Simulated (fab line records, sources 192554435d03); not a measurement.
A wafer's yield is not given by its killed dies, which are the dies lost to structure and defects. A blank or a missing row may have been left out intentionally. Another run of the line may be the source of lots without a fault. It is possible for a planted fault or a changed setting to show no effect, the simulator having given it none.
Chamber matching :: flow n5_finfet :: N5_BEOL_M7_PECVD_70 on pecvd-02 has 3 sister chambers
The step deposits SiO2 from TEOS/O2, target thk 20 nm, time 22.7 s. 6 wafers are shown with their chamber, then 8 later ones without.

## WAFERS PAIRED WITH THEIR CHAMBERS
wafer: L079.6
chamber: 2
throttle_valve_pct (%): 20.7
showerhead_plenum_p_Torr (Torr): 8.83

wafer: L085.6
chamber: 1
throttle_valve_pct (%): 24.0
showerhead_plenum_p_Torr (Torr): 8.76

wafer: L087.1
chamber: 2
throttle_valve_pct (%): 21.0
showerhead_plenum_p_Torr (Torr): 8.82

wafer: L087.2
chamber: 1
throttle_valve_pct (%): 24.0
showerhead_plenum_p_Torr (Torr): 8.74

wafer: L087.3
chamber: 0
throttle_valve_pct (%): 24.5
showerhead_plenum_p_Torr (Torr): 8.67

wafer: L089.1
chamber: 0
throttle_valve_pct (%): 24.6
showerhead_plenum_p_Torr (Torr): 8.66

## WAFERS MISSING THEIR CHAMBER
wafer: L089.4
throttle_valve_pct (%): 23.7
showerhead_plenum_p_Torr (Torr): 8.75

wafer: L089.6
throttle_valve_pct (%): 24.8
showerhead_plenum_p_Torr (Torr): 8.65

wafer: L093.1
throttle_valve_pct (%): 23.8
showerhead_plenum_p_Torr (Torr): 8.76

wafer: L093.5
throttle_valve_pct (%): 20.6
showerhead_plenum_p_Torr (Torr): 8.83

wafer: L093.6
throttle_valve_pct (%): 24.9
showerhead_plenum_p_Torr (Torr): 8.65

wafer: L096.1
throttle_valve_pct (%): 24.5
showerhead_plenum_p_Torr (Torr): 8.65

wafer: L096.3
throttle_valve_pct (%): 20.8
showerhead_plenum_p_Torr (Torr): 8.85

wafer: L096.6
throttle_valve_pct (%): 24.8
showerhead_plenum_p_Torr (Torr): 8.63

## EACH ONE'S CHAMBER
wafer: L089.4
from the rows above: 1
in truth: 1

wafer: L089.6
from the rows above: 0
in truth: 0

wafer: L093.1
from the rows above: 1
in truth: 1

wafer: L093.5
from the rows above: 2
in truth: 2

wafer: L093.6
from the rows above: 0
in truth: 0

wafer: L096.1
from the rows above: 0
in truth: 0

wafer: L096.3
from the rows above: 2
in truth: 2

wafer: L096.6
from the rows above: 0
in truth: 0
8 of 8 placed correctly. From these rows, 0 cannot be placed. Placed wrongly: 0.
How it was worked out, from the rows above alone: a wafer's distance from a chamber is the root of the sum, over the readings, of the square of ((its reading less the chamber's mean) divided by the reading's scatter). The wafer belongs to the nearest chamber; if the next one is less than 2 further off, it can't be placed. Each chamber's mean is taken over the wafers shown for it. The scatter is the square root of a quotient: the sum, over the shown wafers, of each reading's squared deviation from its chamber's mean, divided by wafers minus chambers.
